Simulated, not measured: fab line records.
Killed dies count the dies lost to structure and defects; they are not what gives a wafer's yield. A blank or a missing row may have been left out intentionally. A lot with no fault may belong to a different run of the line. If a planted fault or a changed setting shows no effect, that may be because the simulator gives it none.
fab line records    flow nand_harc
record: lots: 6  wafers: 18  last_day: 33
route steps=1302 shown A_CHANNEL_FILL_D1@515 A_DECK1_JOINT@518 END@1302
lots with no fault: from the same line, run without faults
start_h: hours from the record's opening day to when the first of the lot's shown wafers began    wait_h: hours from the lot's prior step to this one    " as in the row above    L1.1+2: several wafers, shown together as one row    - no value, or no start was given    * or withheld: withheld    < > ~ a bound
route shown NAME@n: names a module that has steps shown in the file, with the first one's number in the route    usual: average and standard deviation across the fault-free wafers    same: alike in all rows    chamber/n: place in a boat    sites: readings site by site    _std_site: how widely they spread, as a standard deviation    _edge_site: mean of outer sites minus mean of inner sites    radius_mm: how far each site lies from the wafer's centre    mask NAME#n: copy n    behind: the most recent tool/chamber to have shaped the wafer    hold: why the lot was held/for how many hours/how that ended    device: names the non-switching transistor (n, p or np)    end of line: at the end of the route, the tests of the same wafers    a step without rows: its recipe alone    killed: not the wafer's yield, but the dies lost to structure and defects at the first sort    map: a wafer's dies, x killed, . not, _ none there
set.NAME: the setting as run; set.NAME@STEP: as run at that earlier step    model.NAME: the simulator's own value behind a step, which no gauge read
a table for each step, a row for each wafer; lots at some steps of the route
services: a tool's chamber out of use, with start hour (start_h, from the record's first day; less than 0 if before it), hours out, and reason
== steps ==
step: NHARC_A_CHANNEL_FILL_D1_SRD_12
step: NHARC_A_CHANNEL_FILL_D1_INSPECT_13
usual: raw_defect_count: 274/100
lot.wafer  tool               chamber  start_h  wait_h  raw_defect_count
L396.1     defect_inspect-02  -        324.62   0.0     145
L396.3     "                  -        "        "       205
L396.4     "                  -        "        "       307
L398.2     defect_inspect-01  -        341.89   0.0     271
L398.5     "                  -        "        "       186
L398.6     "                  -        "        "       405
L399.1     defect_inspect-01  -        361.83   0.0     223
L399.3     "                  -        "        "       362
L399.4     "                  -        "        "       309
L406.1     defect_inspect-01  -        434.57   0.0     303
L406.2     "                  -        "        "       246
L406.3     "                  -        "        "       317
L407.1     defect_inspect-01  -        443.04   0.0     139
L407.5     "                  -        "        "       232
L407.6     "                  -        "        "       289
L410.1     defect_inspect-01  -        458.43   0.0     208
L410.3     "                  -        "        "       226
L410.5     "                  -        "        "       274
step: NHARC_A_DECK1_JOINT_ETCHBACK_07
recipe: target_depth_a: 1050  time_s: 26.9  hbr_flow_sccm: 150  rf_w: 350  icp_w: 350  bias_w: 60  chemistry: HBr
usual: bias_w: 60.00/0.16  drypump_motor_current_A: 5.7/0.38  oes_product_au: 0.999/0.01  throttle_valve_pct: 23.266/0.0086
same: time_s: 26.9
lot.wafer  tool       chamber  start_h  wait_h  bias_w  drypump_motor_current_A  oes_product_au  rf_hours_counter_h  throttle_valve_pct
L396.1     rie_si-03  1        324.68   0.1     59.96   5.0                      0.997           0.6                 23.277
L396.4     "          2        "        "       59.86   5.1                      0.990           0.6                 23.267
L396.3     "          3        "        "       59.93   5.5                      1.000           0.7                 23.262
L398.2     rie_si-03  2        341.99   0.1     59.97   5.1                      0.996           0.8                 23.258
L398.5     "          1        "        "       60.05   5.0                      0.995           -                   23.271
L398.6     "          2        "        "       60.16   5.1                      0.986           -                   23.257
L399.1     rie_si-06  3        361.89   0.1     60.00   5.7                      1.011           0.5                 23.257
L399.4     "          1        "        "       60.27   5.9                      0.995           0.7                 23.266
L399.3     "          2        "        "       59.58   6.3                      0.993           0.6                 23.268
L406.3     rie_si-02  2        434.63   0.1     60.00   5.8                      0.998           1.0                 23.264
L406.2     "          3        "        "       60.07   5.6                      1.007           1.0                 23.263
L406.1     "          1        "        "       59.97   6.1                      1.004           1.0                 23.267
L407.1     rie_si-06  2        443.11   0.1     60.10   6.3                      0.992           0.0                 23.264
L407.5     "          1        "        "       59.91   5.9                      0.994           -                   23.283
L407.6     "          2        "        "       59.87   6.3                      1.001           -                   23.264
L410.3     rie_si-03  1        458.49   0.1     59.70   5.1                      0.996           0.3                 23.277
L410.1     "          2        "        "       59.84   5.1                      0.978           0.4                 23.267
L410.5     "          1        "        "       59.75   5.0                      1.001           -                   23.261
step: NHARC_A_DECK1_JOINT_ETCH_25
recipe: target_depth_a: 5  chemistry: dHF  material: SiO2
step: NHARC_A_DECK1_JOINT_ETCH_19
recipe: temp_c: 25  target_depth_a: 30  chemistry: TMAH  material: poly-Si
step: NHARC_A_DECK1_JOINT_ETCH_18
recipe: target_depth_a: 30  chemistry: dHF  material: SiO2
step: NHARC_A_DECK1_JOINT_WET_08
recipe: temp_c: 160  time_s: 86  chemistry: H3PO4
step: NHARC_A_DECK1_JOINT_ETCH_09
recipe: target_depth_a: 50  chemistry: dHF  material: SiO2
step: NHARC_A_DECK1_JOINT_WET_10
recipe: temp_c: 160  time_s: 86  chemistry: H3PO4
step: NHARC_A_DECK1_JOINT_ETCH_11
recipe: target_depth_a: 350  chemistry: dHF  material: SiO2
step: NHARC_A_DECK1_JOINT_CVD_12
recipe: target_thk_a: 900  temp_c: 620  pressure_mtorr: 200  time_s: 1800  material: poly-Si
usual: pressure_mtorr: 200.0/0.42  run_length_s: 1801.7/0.48  time_s: 1800/0  tube_center_temp_C: 620/0.06
lot.wafer  tool           chamber  start_h  wait_h  pressure_mtorr  run_length_s  time_s  tube_center_temp_C
L396.1     lpcvd_poly-02  -        332.12   2.5     -               -             -       -
L396.3     "              -        "        "       -               -             -       -
L396.4     "              -        "        "       -               -             -       -
L398.2     lpcvd_poly-04  -        349.27   2.4     -               -             -       -
L398.5     "              -        "        "       -               -             -       -
L398.6     "              -        "        "       -               -             -       -
L399.1     lpcvd_poly-01  0        369.31   2.5     200.2           1802.1        1800    620.09
L399.3     "              0        "        "       200.5           1802.1        1800    619.95
L399.4     "              0        "        "       200.5           1802.1        1800    620.1
L406.1     lpcvd_poly-01  0        442.15   2.7     199.8           1801.7        1800    620.04
L406.2     "              0        "        "       200.0           1801.7        1800    619.96
L406.3     "              0        "        "       200.2           1801.7        1800    620.02
L407.1     lpcvd_poly-02  0        450.55   2.6     199.5           1801.2        1800    620.1
L407.5     "              0        "        "       199.7           1801.2        1800    620.03
L407.6     "              0        "        "       200.0           1801.2        1800    619.94
L410.1     lpcvd_poly-01  0        467.17   3.8     199.6           1801.7        1800    619.96
L410.3     "              0        "        "       199.7           1801.7        1800    619.99
L410.5     "              0        "        "       199.9           1801.7        1800    620.02
step: NHARC_A_DECK1_JOINT_CMP_13
recipe: target_thk_nm: 51.023
usual: motor_current_A: 13.0/1.6  time_to_endpoint_s: 8.9/2.3
lot.wafer  tool    chamber  start_h  wait_h  motor_current_A  time_to_endpoint_s
L396.3     cmp-02  3        334.91   0.4     10.6             -
L396.1     "       0        "        "       12.9             -
L396.4     "       1        "        "       12.2             -
L398.2     cmp-02  1        352.16   0.4     11.8             -
L398.5     "       0        "        "       13.9             -
L398.6     "       1        "        "       12.2             -
L399.3     cmp-02  0        372.16   0.4     14.2             5.0
L399.1     "       1        "        "       12.2             5.8
L399.4     "       3        "        "       10.4             7.4
L406.1     cmp-02  1        444.98   0.4     12.1             8.8
L406.3     "       2        "        "       14.9             8.5
L406.2     "       0        "        "       14.0             9.5
L407.1     cmp-02  2        453.40   0.4     15.0             6.1
L407.6     "       1        "        "       12.1             8.4
L407.5     "       2        "        "       15.0             8.4
L410.1     cmp-02  3        470.09   0.4     10.5             7.4
L410.3     "       0        "        "       13.7             4.7
L410.5     "       3        "        "       10.9             7.1
step: NHARC_A_DECK1_JOINT_THK_MEAS_14
recipe: thk_meas_gauge: ellipsometry
usual: thk_nm: 51.2/1.5
lot.wafer  tool           chamber  start_h  wait_h  thk_nm
L396.1     film_metro-02  -        335.17   0.2     0.8
L396.3     "              -        "        "       0.8
L396.4     "              -        "        "       1.1
L398.2     film_metro-02  -        352.39   0.2     1.6
L398.5     "              -        "        "       0.8
L398.6     "              -        "        "       1.0
L399.1     film_metro-01  -        372.42   0.2     51.4
L399.3     "              -        "        "       52.1
L399.4     "              -        "        "       50.8
L406.1     film_metro-01  -        445.23   0.2     51.8
L406.2     "              -        "        "       51.0
L406.3     "              -        "        "       52.7
L407.1     film_metro-02  -        453.63   0.2     50.8
L407.5     "              -        "        "       53.1
L407.6     "              -        "        "       51.6
L410.1     film_metro-02  -        470.32   0.2     49.9
L410.3     "              -        "        "       49.9
L410.5     "              -        "        "       50.6
step: NHARC_A_DECK1_JOINT_SRD_04
step: NHARC_END_SORT_01
recipe: temp_c: 25
usual: killed_at_array: 56/18  killed_at_other: 1.4/1.5  killed_at_periphery: 4/3.1  killed_dies: 61/19  killed_open: 3.5/1.8  killed_short: 2.4/1.4
same: gross_dies: 677
lot.wafer  tool       chamber  start_h  wait_h  killed_at_array  killed_at_other  killed_at_periphery  killed_dies  killed_open  killed_short
L396.1     prober-01  0        654.73   2.5     665              3                9                    677          4            2
L396.3     prober-01  0        656.32   3.1     667              2                8                    677          6            2
L396.4     prober-01  0        657.12   3.4     664              1                12                   677          5            3
L398.2     prober-02  0        685.10   2.8     667              2                8                    677          6            3
L398.5     prober-02  0        687.49   3.7     671              1                5                    677          4            4
L398.6     prober-02  0        688.29   4.0     663              3                11                   677          5            3
killed by level:class
L396.1 A_DECK1_JOINT:area_cvd=634 A_CHANNEL_HOLE_D2:chamber_film_flake=15 A_STAIRCASE:chamber_film_flake=9 P_CONTACT:chamber_film_flake=6 THIN_TSV:chamber_film_flake=3 P_CONTACT:geometric_particle:open=2 A_CONTACT:chamber_film_flake=2 A_SOURCE_PLATE:geometric_particle:short=1
L396.3 A_DECK1_JOINT:area_cvd=626 A_CHANNEL_HOLE_D2:chamber_film_flake=17 A_STAIRCASE:chamber_film_flake=13 A_CHANNEL_HOLE_D1:chamber_film_flake=4 P_CONTACT:chamber_film_flake=2 P_BONDPAD:chamber_film_flake=2 THIN_TSV:chamber_film_flake=2 P_CONTACT:geometric_particle:open=1
L396.4 A_DECK1_JOINT:area_cvd=617 A_STAIRCASE:chamber_film_flake=19 A_CHANNEL_HOLE_D2:chamber_film_flake=13 P_CONTACT:chamber_film_flake=5 A_CHANNEL_HOLE_D1:chamber_film_flake=5 P_GATE:chamber_film_flake=2 A_CONTACT:chamber_film_flake=2 P_GATE:geometric_particle:open=1
L398.2 A_DECK1_JOINT:area_cvd=609 A_SLIT:chamber_film_flake=39 A_STAIRCASE:chamber_film_flake=4 P_GATE:chamber_film_flake=3 A_CHANNEL_HOLE_D1:chamber_film_flake=3 P_CONTACT:geometric_particle:open=2 P_BONDPAD:chamber_film_flake=2 A_BLC:chamber_film_flake=2
L398.5 A_DECK1_JOINT:area_cvd=614 A_SLIT:chamber_film_flake=27 A_STAIRCASE:chamber_film_flake=9 A_CHANNEL_HOLE_D1:chamber_film_flake=8 A_CONTACT:chamber_film_flake=4 P_GATE:chamber_film_flake=3 A_CHANNEL_FILL_D2:geometric_particle:short=2 P_BONDPAD:chamber_film_flake=2
L398.6 A_DECK1_JOINT:area_cvd=611 A_SLIT:chamber_film_flake=30 P_BONDPAD:chamber_film_flake=7 A_STAIRCASE:chamber_film_flake=3 A_CONTACT:chamber_film_flake=3 THIN_TSV:chamber_film_flake=3 A_ONON_D2:geometric_particle:short=2 P_GATE:chamber_film_flake=2
map L396.1 (x killed, . not)
____________x____________
_________xxxxxxx_________
_______xxxxxxxxxxx_______
______xxxxxxxxxxxxx______
_____xxxxxxxxxxxxxxx_____
____xxxxxxxxxxxxxxxxx____
____xxxxxxxxxxxxxxxxx____
___xxxxxxxxxxxxxxxxxxx___
___xxxxxxxxxxxxxxxxxxx___
__xxxxxxxxxxxxxxxxxxxxx__
__xxxxxxxxxxxxxxxxxxxxx__
_xxxxxxxxxxxxxxxxxxxxxxx_
_xxxxxxxxxxxxxxxxxxxxxxx_
_xxxxxxxxxxxxxxxxxxxxxxx_
_xxxxxxxxxxxxxxxxxxxxxxx_
_xxxxxxxxxxxxxxxxxxxxxxx_
xxxxxxxxxxxxxxxxxxxxxxxxx
xxxxxxxxxxxxxxxxxxxxxxxxx
xxxxxxxxxxxxxxxxxxxxxxxxx
xxxxxxxxxxxxxxxxxxxxxxxxx
xxxxxxxxxxxxxxxxxxxxxxxxx
_xxxxxxxxxxxxxxxxxxxxxxx_
_xxxxxxxxxxxxxxxxxxxxxxx_
_xxxxxxxxxxxxxxxxxxxxxxx_
_xxxxxxxxxxxxxxxxxxxxxxx_
_xxxxxxxxxxxxxxxxxxxxxxx_
__xxxxxxxxxxxxxxxxxxxxx__
__xxxxxxxxxxxxxxxxxxxxx__
___xxxxxxxxxxxxxxxxxxx___
___xxxxxxxxxxxxxxxxxxx___
____xxxxxxxxxxxxxxxxx____
____xxxxxxxxxxxxxxxxx____
_____xxxxxxxxxxxxxxx_____
______xxxxxxxxxxxxx______
_______xxxxxxxxxxx_______
_________xxxxxxx_________
____________x____________
map L398.2 (x killed, . not)
____________x____________
_________xxxxxxx_________
_______xxxxxxxxxxx_______
______xxxxxxxxxxxxx______
_____xxxxxxxxxxxxxxx_____
____xxxxxxxxxxxxxxxxx____
____xxxxxxxxxxxxxxxxx____
___xxxxxxxxxxxxxxxxxxx___
___xxxxxxxxxxxxxxxxxxx___
__xxxxxxxxxxxxxxxxxxxxx__
__xxxxxxxxxxxxxxxxxxxxx__
_xxxxxxxxxxxxxxxxxxxxxxx_
_xxxxxxxxxxxxxxxxxxxxxxx_
_xxxxxxxxxxxxxxxxxxxxxxx_
_xxxxxxxxxxxxxxxxxxxxxxx_
_xxxxxxxxxxxxxxxxxxxxxxx_
xxxxxxxxxxxxxxxxxxxxxxxxx
xxxxxxxxxxxxxxxxxxxxxxxxx
xxxxxxxxxxxxxxxxxxxxxxxxx
xxxxxxxxxxxxxxxxxxxxxxxxx
xxxxxxxxxxxxxxxxxxxxxxxxx
_xxxxxxxxxxxxxxxxxxxxxxx_
_xxxxxxxxxxxxxxxxxxxxxxx_
_xxxxxxxxxxxxxxxxxxxxxxx_
_xxxxxxxxxxxxxxxxxxxxxxx_
_xxxxxxxxxxxxxxxxxxxxxxx_
__xxxxxxxxxxxxxxxxxxxxx__
__xxxxxxxxxxxxxxxxxxxxx__
___xxxxxxxxxxxxxxxxxxx___
___xxxxxxxxxxxxxxxxxxx___
____xxxxxxxxxxxxxxxxx____
____xxxxxxxxxxxxxxxxx____
_____xxxxxxxxxxxxxxx_____
______xxxxxxxxxxxxx______
_______xxxxxxxxxxx_______
_________xxxxxxx_________
____________x____________
== services ==
tool       chamber  start_h  hours  kind
rie_si-02  -        318.18   0.1    repair
cmp-02     -        330.50   4.0    pm
cmp-02     -        334.50   -      consumable_replace:conditioner
cmp-02     -        334.50   -      consumable_replace:pad
cmp-02     -        337.19   4.4    repair
rie_si-06  3        339.04   14.4   repair
rie_si-03  3        339.36   4.3    repair
rie_si-02  3        360.71   15.0   repair
rie_si-02  0        372.99   4.0    repair
rie_si-06  -        377.76   0.6    repair
rie_si-03  -        398.00   9.0    pm
rie_si-03  0        398.00   9.0    vent_cycle
rie_si-03  1        398.00   9.0    vent_cycle
rie_si-03  2        398.00   9.0    vent_cycle
rie_si-03  3        398.00   9.0    vent_cycle
cmp-02     -        413.96   0.2    repair
cmp-02     -        421.25   0.8    repair
rie_si-06  -        426.00   9.0    pm
rie_si-02  0        426.69   5.9    repair
cmp-02     -        428.50   4.0    pm
cmp-02     -        432.50   -      consumable_replace:conditioner
cmp-02     -        432.50   -      consumable_replace:pad
rie_si-02  -        454.00   9.0    pm
rie_si-06  2        459.76   11.9   repair
== key ==
first_sign: step: NHARC_A_DECK1_JOINT_CVD_12  reading: tool_record  direction: missing
effect: step: NHARC_A_DECK1_JOINT_THK_MEAS_14  reading: thk_nm  direction: down  sigmas: 34  usual: 51.2  struck: 1.0
effect: step: NHARC_END_SORT_01  reading: killed_at_array  direction: up  sigmas: 33  usual: 56  struck: 666
more_kills_born_at: NHARC_A_DECK1_JOINT_CVD_12@lpcvd_poly-02: 1877  NHARC_A_DECK1_JOINT_CVD_12@lpcvd_poly-04: 1834
met_at NHARC_A_DECK1_JOINT_CVD_12
struck_wafers L396.1,L396.3,L396.4,L398.2,L398.5,L398.6
later_rows_left_out L396.1,L396.3,L396.4,L398.2,L398.5,L398.6
tester_left_out L396,L398
fault: kind: skipped_step_whole  tool: lpcvd_poly-02,lpcvd_poly-04  chamber: -  onset_h: 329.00  steps: NHARC_A_DECK1_JOINT_CVD_12  scope: struck_lots_only
tester_left_out: of these lots the tester's yield and bins aren't shown, on N5 and GAA mostly nor the transistor test; their killed dies are dies lost to structure and defects alone, not to doping, threshold or leakage, so they don't give the yield
later_rows_left_out: the simulator's readings of these wafers behind a module that went badly wrong aren't trusted and aren't shown, but for the sort
